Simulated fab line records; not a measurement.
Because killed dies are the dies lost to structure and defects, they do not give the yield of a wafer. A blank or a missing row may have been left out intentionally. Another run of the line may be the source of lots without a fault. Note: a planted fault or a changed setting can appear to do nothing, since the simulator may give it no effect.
Which tool is to blame? | flow n5 finfet | 10 lots with 30 wafers sampled at 6 steps, on a route of 1938 steps

== WHAT THE GAUGES READ, wafer by wafer ==
N5_ILD0_THK_MEAS_04. Usual: thk nm at 197.5 nm, with a standard deviation of 1.
lot  | measured    | on            | thk nm (nm)       | flag
L498 | day 6 04:12 | film metro-01 | 198.3 198.1 197.8 |
L500 | day 6 17:26 | film metro-02 | 197.8 197.4 195.2 |
L501 | day 6 22:37 | film metro-02 | 196.1 196.7 195.6 |
L502 | day 7 05:47 | film metro-01 | 197.3 199.0 197.9 |
L504 | day 7 17:53 | film metro-01 | 197.4 198.3 197.3 |
L507 | day 8 11:34 | film metro-01 | 197.1 199.2 198.5 |
L508 | day 8 15:46 | film metro-01 | 196.9 198.7 197.0 |
L509 | day 8 19:12 | film metro-01 | 197.7 197.0 195.9 |
L510 | day 9 04:21 | film metro-01 | 194.8 198.1 195.7 |
L511 | day 9 06:37 | film metro-02 | 199.0 196.9 196.1 |

N5_ILD0_THK_MEAS_13. Usual: thk nm at 18.1 nm, with a standard deviation of 1.1.
lot  | measured    | on            | thk nm (nm)    | flag
L498 | day 6 07:44 | film metro-02 | 19.2 17.3 19.1 |
L500 | day 6 20:58 | film metro-02 | 19.9 17.1 16.9 |
L501 | day 7 02:10 | film metro-02 | 19.1 18.4 19.1 |
L502 | day 7 09:19 | film metro-01 | 18.2 17.9 17.3 |
L504 | day 7 21:27 | film metro-02 | 15.9 18.7 17.4 |
L507 | day 8 15:16 | film metro-01 | 17.5 18.5 17.4 |
L508 | day 8 19:26 | film metro-01 | 18.0 17.1 18.0 |
L509 | day 8 23:19 | film metro-02 | 17.6 18.1 18.1 |
L510 | day 9 07:56 | film metro-01 | 17.0 16.6 18.1 |
L511 | day 9 10:09 | film metro-01 | 18.4 19.0 18.6 |

N5_BEOL_M4_RC_MEAS_101. Usual: DIBL_N 35.9 mV/V, standard deviation 1.6; DIBL_P 35.6 mV/V, standard deviation 2.1; IOFF_N 0.149 nA/um, standard deviation 0.029; IOFF_P 0.20 nA/um, standard deviation 0.033; ION_N 671 uA/um, standard deviation 11; ION_P 460 uA/um, standard deviation 7.3; SS_N 71.4 mV/dec, standard deviation 0.62; SS_P 73.2 mV/dec, standard deviation 0.65; VT_N 251 mV, standard deviation 3.1; VT_P -251 mV, standard deviation 3.4.
lot  | measured     | on        | DIBL_N (mV/V)  | DIBL_P (mV/V)  | IOFF_N (nA/um)    | IOFF_P (nA/um) | ION_N (uA/um) | ION_P (uA/um) | SS_N (mV/dec)  | SS_P (mV/dec)  | VT_N (mV)   | VT_P (mV)      | flag
L498 | day 10 14:43 | prober-01 | 36.8 38.7 37.9 | 37.4 39.8 38.5 | 0.169 0.216 0.199 | 0.20 0.25 0.23 | 676 690 692   | 460 467 472   | 71.2 72.4 71.8 | 72.9 74.5 74.5 | 247 246 245 | -252 -249 -250 |
L500 | day 10 17:42 | prober-02 | 37.6 37.4 33.8 | 37.5 37.5 32.5 | 0.173 0.169 0.115 | 0.20 0.19 0.14 | 676 675 655   | 456 458 450   | 71.4 71.1 70.4 | 73.9 73.7 72.9 | 248 248 251 | -255 -254 -256 |
L504 | day 11 17:46 | prober-02 | 36.0 37.8 35.8 | 33.6 36.3 34.2 | 0.126 0.148 0.125 | 0.16 0.20 0.17 | 662 673 663   | 457 454 459   | 71.7 71.1 71.1 | 72.8 73.7 73.1 | 252 251 254 | -255 -251 -252 |
L507 | day 12 17:01 | prober-02 | 35.2 34.2 35.3 | 34.6 32.9 34.5 | 0.132 0.123 0.137 | 0.20 0.18 0.19 | 664 653 656   | 459 455 454   | 71.1 71.3 71.7 | 73.1 72.2 72.8 | 252 254 253 | -249 -251 -250 |
L508 | day 12 19:22 | prober-01 | 35.7 33.7 36.3 | 34.9 32.6 35.9 | 0.132 0.110 0.150 | 0.20 0.17 0.21 | 672 651 664   | 465 454 453   | 72.0 70.9 71.7 | 73.4 72.2 73.2 | 254 254 252 | -250 -249 -248 |
L509 | day 13 00:59 | prober-02 | 36.6 35.3 35.5 | 35.6 35.2 34.1 | 0.183 0.175 0.161 | 0.23 0.23 0.20 | 677 686 670   | 466 469 457   | 72.1 71.3 72.1 | 73.3 73.8 73.5 | 245 245 248 | -249 -248 -251 |
L510 | day 13 12:37 | prober-02 | 36.8 38.7 39.1 | 35.2 38.1 38.4 | 0.157 0.199 0.213 | 0.21 0.26 0.27 | 681 683 697   | 468 467 475   | 70.7 71.9 72.5 | 73.0 73.8 74.2 | 253 245 244 | -250 -244 -248 |
L511 | day 13 15:45 | prober-02 | 34.6 34.9 35.7 | 34.7 33.6 34.8 | 0.133 0.135 0.154 | 0.19 0.16 0.19 | 665 679 681   | 458 461 459   | 71.8 71.3 71.5 | 72.8 72.4 73.6 | 251 252 250 | -251 -253 -249 |

== EACH LOT AND THE TOOL THAT RAN IT (in order: tool; ch and the chambers of the sampled wafers; start) ==
lot  | N5_ILD0_CMP_03               | N5_SDB_HM_DEP_00               | N5_SDB_CMP_30
L498 | cmp-02 ch 1,2, day 6 03:57   | pecvd-03 ch 0,1,2, day 6 07:48 | cmp-02 ch 0,1,3, day 6 11:52
L500 | cmp-02 ch 0,2, day 6 17:08   | pecvd-03 ch 0,1,2, day 6 21:02 | cmp-03 ch 0,1, day 7 01:00
L501 | cmp-02 ch 0,1,3, day 6 22:23 | pecvd-04 ch 0,1,2, day 7 02:13 | cmp-03 ch 1,2, day 7 06:59
L502 | cmp-01 ch 0,1,3, day 7 05:34 | pecvd-03 ch 0,2, day 7 09:23   | cmp-01 ch 0,1,2, day 7 14:40
L504 | cmp-01 ch 0,2,3, day 7 17:43 | pecvd-03 ch 0,1,2, day 7 21:31 | cmp-01 ch 2,3, day 8 04:02
L507 | cmp-01 ch 0,3, day 8 11:16   | pecvd-04 ch 1,2, day 8 15:20   | cmp-03 ch 1,2,3, day 8 19:37
L508 | cmp-04 ch 0,2,3, day 8 15:28 | pecvd-04 ch 0,1,2, day 8 19:30 | cmp-01 ch 1,2,3, day 9 01:20
L509 | cmp-04 ch 0,2,3, day 8 18:54 | pecvd-01 ch 0,2, day 8 23:22   | cmp-03 ch 0,2,3, day 9 04:07
L510 | cmp-01 ch 0,1, day 9 04:04   | pecvd-03 ch 0,1,2, day 9 08:00 | cmp-01 ch 0,1,2, day 9 12:20
L511 | cmp-01 ch 0,1,3, day 9 06:21 | pecvd-03 ch 1,2, day 9 10:13   | cmp-03 ch 1,3, day 9 14:51
- N5_ILD0_CMP_03: polishes, stops on SiNx, t overpolish 1.9 s, target thk 197.38 nm.
- N5_SDB_HM_DEP_00: deposits SiNx from SiH4/NH3/N2, target thk 40 nm, time 35.3 s.
- N5_SDB_CMP_30: polishes, stops on poly-Si, t overpolish 1.54 s, target thk 30 nm.

== AS READ BY THE TOOLS THEMSELVES (means over the sampled wafers that have a number; for cases with no such wafer, the mark the record gives instead) ==
N5_ILD0_CMP_03. Usual: motor current A 12.5 A, standard deviation 0.85; overpolish run s 1.902 s, standard deviation 0.01; time to endpoint s 71 s, standard deviation 4.7.
lot  | tool   | motor current A (A) | overpolish run s (s) | time to endpoint s (s) | flag
L498 | cmp-02 | 13.0                | 1.898                | 74                     |
L500 | cmp-02 | 13.1                | 1.894                | 68                     |
L501 | cmp-02 | 12.8                | 1.909                | 66                     |
L502 | cmp-01 | 12.3                | 1.901                | 73                     |
L504 | cmp-01 | 11.8                | 1.897                | 68                     |
L507 | cmp-01 | 12.2                | 1.909                | 74                     |
L508 | cmp-04 | 13.9                | 1.907                | 67                     |
L509 | cmp-04 | 13.5                | 1.896                | 71                     |
L510 | cmp-01 | 12.9                | 1.901                | 67                     |
L511 | cmp-01 | 12.5                | 1.908                | 64                     |

N5_SDB_HM_DEP_00. Usual: chamber pressure Torr 1.500 Torr, standard deviation 0.003; heater power outer w 496 W, standard deviation 76; heater power w 817 W, standard deviation 110; showerhead plenum p Torr 5.11 Torr, standard deviation 0.036; throttle valve pct 40.0 %, standard deviation 2.8.
lot  | tool     | chamber pressure Torr (Torr) | heater power outer w (W) | heater power w (W) | showerhead plenum p Torr (Torr) | throttle valve pct (%) | flag
L498 | pecvd-03 | 1.500                        | 432                      | 709                | 5.11                            | 38.5                   |
L500 | pecvd-03 | 1.503                        | 461                      | 742                | 5.10                            | 38.6                   |
L501 | pecvd-04 | -                            | -                        | -                  | -                               | -                      | OFF
L502 | pecvd-03 | -                            | -                        | -                  | -                               | -                      | OFF
L504 | pecvd-03 | 1.501                        | 469                      | 727                | 5.10                            | 38.7                   |
L507 | pecvd-04 | 1.498                        | 607                      | 971                | 5.12                            | 40.7                   |
L508 | pecvd-04 | 1.503                        | 562                      | 916                | 5.11                            | 40.5                   |
L509 | pecvd-01 | 1.499                        | 460                      | 814                | 5.15                            | 37.1                   |
L510 | pecvd-03 | 1.499                        | 476                      | 765                | 5.11                            | 38.7                   |
L511 | pecvd-03 | 1.497                        | 479                      | 785                | 5.09                            | 37.9                   |

N5_SDB_CMP_30. Usual: motor current A 12.5 A, standard deviation 1.1; time to endpoint s 18.4 s, standard deviation 2.6.
lot  | tool   | motor current A (A) | time to endpoint s (s) | flag
L498 | cmp-02 | 12.6                | 16.7                   |
L500 | cmp-03 | 14.2                | 15.8                   |
L501 | cmp-03 | 13.2                | 10.1                   | OFF
L502 | cmp-01 | 12.3                | 12.0                   |
L504 | cmp-01 | 11.8                | 19.8                   |
L507 | cmp-03 | 12.3                | 15.7                   |
L508 | cmp-01 | 11.9                | 13.7                   |
L509 | cmp-03 | 11.9                | 17.8                   |
L510 | cmp-01 | 12.5                | 20.0                   |
L511 | cmp-03 | 13.3                | 18.2                   |

== THE ANSWER, worked out from the rows above alone ==
Rule: a lot is off if the mean of its wafers that have a number lies more than 3 standard deviations from the usual mean. Also off: a lot with no number at a reading for which 4 or more lots have one. Any other lot the step has rows for is counted as sound. First the gauges in route order, then the tools' own readings, where a lot's mean is used as printed above. The first step at which some lot is off is used, and at that step the reading that is off furthest; a lot without a number counts as furthest.
Off: L501, L502, at N5_SDB_HM_DEP_00 (chamber pressure Torr). Without a number there: L501, L502.
If a tool, at that step or one of the process steps before it, ran each lot that is off and ran no sound lot following the first of them, it fits. No candidate that was tried fits.

== WHAT THE SIMULATOR HAD PUT IN ==
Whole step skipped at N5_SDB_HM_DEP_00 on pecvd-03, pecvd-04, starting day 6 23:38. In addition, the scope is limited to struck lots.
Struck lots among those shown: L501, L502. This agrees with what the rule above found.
